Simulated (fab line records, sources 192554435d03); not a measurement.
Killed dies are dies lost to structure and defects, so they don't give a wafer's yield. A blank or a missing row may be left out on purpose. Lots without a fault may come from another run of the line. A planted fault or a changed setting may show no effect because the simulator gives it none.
One fault seen from 2 desks | flow n5_finfet | each desk has only its own numbers; what lay behind them comes last

THE DEFECT DESK
What the inspections along the route counted, lot by lot: means of the sampled wafers that have a number. A lot is out of limits, marked OUT, if its mean lies more than 4 standard deviations from the usual mean; the brackets give that distance.
Columns: A = raw_defect_count at N5_BEOL_M12_INSPECT_12, usual 2.0
lot  | first seen here | A
L381 | day 10 07:01    | 1.7
L383 | day 10 21:12    | 0.7
L384 | day 11 03:46    | 2.0
L385 | day 11 06:06    | 2.0
L387 | day 11 22:47    | 2.3
L394 | day 13 20:06    | 2.3
L397 | day 15 02:21    | 1.0
L401 | day 16 04:11    | 1.0
L402 | day 16 14:18    | 1.3
L403 | day 16 22:22    | 3.3
This desk's finding: nothing out of limits on any of the 10 lots.

THE TOOL OWNER'S DESK: rie_diel-04
The tool's own readings at N5_BEOL_M12_ETCH_67 (etches SiARC in CF4, target depth 143 nm, time 238.3 s): means of the sampled wafers that have a number, for each lot that ran on this tool. A lot is out of limits, marked OUT, if its mean lies more than 4 standard deviations from the usual mean; the brackets give that distance.
Columns: A = cf4_flow_sccm at N5_BEOL_M12_ETCH_67, usual 99.9 sccm; B = drypump_motor_current_A at N5_BEOL_M12_ETCH_67, usual 5.7 A; C = etch_rf_on_time_s at N5_BEOL_M12_ETCH_67, usual 237 s; D = oes_product_au at N5_BEOL_M12_ETCH_67, usual 0.71 a.u.; E = rf_vpp_V at N5_BEOL_M12_ETCH_67, usual 184.2 V; F = showerhead_plenum_p_Torr at N5_BEOL_M12_ETCH_67, usual 2.13 Torr; G = throttle_valve_pct at N5_BEOL_M12_ETCH_67, usual 15.45 %
lot  | first seen here | A     | B   | C              | D    | E               | F    | G
L381 | day 10 08:10    | 100.3 | 5.6 | 244            | 0.60 | 184.0           | 2.15 | 15.64
L383 | day 10 22:36    | 100.0 | 5.6 | 239            | 0.64 | 185.3           | 2.16 | 15.58
L385 | day 11 07:05    | 100.3 | 5.6 | 242            | 0.60 | 184.5           | 2.14 | 15.66
L387 | day 11 23:46    | 99.7  | 5.7 | 244            | 0.72 | 185.5           | 2.25 | 15.37
L394 | day 13 21:06    | 99.8  | 5.4 | 304 (+9.1) OUT | 0.65 | 202.1 (+14) OUT | 2.13 | 15.31
L397 | day 15 03:55    | 99.9  | 5.5 | 305 (+9.3) OUT | 0.62 | 203.1 (+15) OUT | 2.11 | 15.46
This desk's finding: out of limits on L394, L397; first on L394, day 13 21:06 (etch_rf_on_time_s at N5_BEOL_M12_ETCH_67). In limits: L381, L383, L385, L387.

PUT TOGETHER
The tool owner's desk could have raised an alarm at day 13 21:06, on L394, L397.
The defect desk saw nothing out of limits.
The defect desk has L394, L397 on record, within its limits.
Of the lots named, all ran N5_BEOL_M12_ETCH_67 on rie_diel-04.

WHAT THE SIMULATOR HAD PUT IN
Process parameter drift: rie_diel-04, from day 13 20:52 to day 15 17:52, at N5_BEOL_M12_ETCH_67. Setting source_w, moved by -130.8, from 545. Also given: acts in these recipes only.
Lots struck among those shown: L394, L397.
Hours from the fault's start to each desk's first reading out of limits: the tool owner's desk, 0.
